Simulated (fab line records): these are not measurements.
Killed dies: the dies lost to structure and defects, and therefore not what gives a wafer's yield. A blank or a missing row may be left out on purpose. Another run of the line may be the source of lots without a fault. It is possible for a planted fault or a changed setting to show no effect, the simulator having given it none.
Tool commonality check + flow nand harc + 6 lots and 18 wafers in the sample

== REASON FOR OPENING ==
At NHARC_END_SORT_01 the reading killed at periphery is flagged on 2 of 6 lots. Fault-free wafers read 3.4, with a standard deviation of 2.2.
Rule: flag the lot when none of its wafers has a number, or when each of its wafers that has one lies beyond 4 standard deviations from that mean. All remaining lots are regarded as sound.

| lot  | measured     | on        | killed at periphery, wafer by wafer | flag    |
|------|--------------|-----------|-------------------------------------|---------|
| L926 | day 20 09:05 | prober-01 | 3 1 5                               |         |
| L930 | day 21 05:53 | prober-02 | 6 5 1                               |         |
| L928 | day 21 16:53 | prober-01 | 5 3 2                               |         |
| L933 | day 22 00:49 | prober-02 | 1 3 2                               |         |
| L940 | day 23 08:07 | prober-01 | 78 83 79                            | FLAGGED |
| L943 | day 24 23:42 | prober-01 | 79 77 83                            | FLAGGED |
The mean of the flagged lots' numbers is 79.8, +76.4 from the usual (+35 standard deviations).

== EACH LOT AND THE TOOL IT RAN ON ==
3 process steps preceding the reading are held in the record, out of 1159 steps in the route. Every cell lists first the tool, next ch and the chambers used by the sampled wafers, and last the start.
| lot  | flag    | NHARC_P_M0_PRE_CLEAN_29      | NHARC_THIN_TSV_ETCH_44             | NHARC_THIN_TSV_DEGAS_49      |
|------|---------|------------------------------|------------------------------------|------------------------------|
| L926 |         | pvd sputter-01, day 6 19:05  | rie diel-13 ch 1,2, day 19 07:43   | pvd sputter-02, day 19 10:14 |
| L930 |         | pvd sputter-01, day 7 11:55  | rie diel-13 ch 0,1, day 20 15:53   | pvd sputter-02, day 20 18:46 |
| L928 |         | pvd sputter-03, day 7 13:27  | rie diel-05 ch 0,3, day 21 01:00   | pvd sputter-01, day 21 03:32 |
| L933 |         | pvd sputter-03, day 8 04:41  | rie diel-05 ch 0,1,2, day 21 04:43 | pvd sputter-01, day 21 07:08 |
| L940 | FLAGGED | pvd sputter-01, day 10 07:51 | rie diel-01 ch 2,3, day 22 17:47   | pvd sputter-02, day 22 20:18 |
| L943 | FLAGGED | pvd sputter-01, day 10 15:51 | rie diel-01 ch 0,1,3, day 24 08:44 | pvd sputter-03, day 24 11:32 |
What these steps do:
- NHARC_P_M0_PRE_CLEAN_29: time 30 s.
- NHARC_THIN_TSV_ETCH_44: etches the open film in CF4/O2, target depth 1594.2 nm, time 797.1 s.
- NHARC_THIN_TSV_DEGAS_49: time 120 s.
- NHARC_END_SORT_01

== FLAGGED OVER TOTAL, TOOL BY TOOL (the gauges that took the reading come last) ==
| step                    | tool           | lots run | flagged | share of the flagged lots | sound lots run after its first flagged lot |
|-------------------------|----------------|----------|---------|---------------------------|--------------------------------------------|
| NHARC_P_M0_PRE_CLEAN_29 | pvd sputter-01 | 4        | 2       | all                       | 0                                          |
| NHARC_P_M0_PRE_CLEAN_29 | pvd sputter-03 | 2        | 0       | none                      | -                                          |
| NHARC_THIN_TSV_ETCH_44  | rie diel-01    | 2        | 2       | all                       | 0                                          |
| NHARC_THIN_TSV_ETCH_44  | rie diel-05    | 2        | 0       | none                      | -                                          |
| NHARC_THIN_TSV_ETCH_44  | rie diel-13    | 2        | 0       | none                      | -                                          |
| NHARC_THIN_TSV_DEGAS_49 | pvd sputter-01 | 2        | 0       | none                      | -                                          |
| NHARC_THIN_TSV_DEGAS_49 | pvd sputter-02 | 3        | 1       | some                      | 0                                          |
| NHARC_THIN_TSV_DEGAS_49 | pvd sputter-03 | 1        | 1       | some                      | 0                                          |
| NHARC_END_SORT_01       | prober-01      | 4        | 2       | all                       | 0                                          |
| NHARC_END_SORT_01       | prober-02      | 2        | 0       | none                      | -                                          |

== WHAT THE TABLE ALLOWS ==
Every flagged lot was run by 3 rows of the table: pvd sputter-01 at NHARC_P_M0_PRE_CLEAN_29, rie diel-01 at NHARC_THIN_TSV_ETCH_44 and prober-01 at NHARC_END_SORT_01.
- pvd sputter-01 at NHARC_P_M0_PRE_CLEAN_29: 2 of its 4 lots flagged. Its last sound lot is L930 (day 7 11:55), its first flagged lot L940 (day 10 07:51): a fault that began between those two fits.
- rie diel-01 at NHARC_THIN_TSV_ETCH_44: 2 of its 2 lots flagged. The start can't be narrowed down: in this sample, it ran no sound lot prior to its first flagged lot.
- prober-01 at NHARC_END_SORT_01: 2 of its 4 lots flagged. Its last sound lot is L928 (day 21 16:53), its first flagged lot L940 (day 23 08:07): a fault that began between those two fits.
Because each of these 3 tools fits a fault that began at some hour, counting lots does not separate them. More lots, or a look at what each step does to the wafer, might.

== WHAT HAD BEEN PUT IN BY THE SIMULATOR ==
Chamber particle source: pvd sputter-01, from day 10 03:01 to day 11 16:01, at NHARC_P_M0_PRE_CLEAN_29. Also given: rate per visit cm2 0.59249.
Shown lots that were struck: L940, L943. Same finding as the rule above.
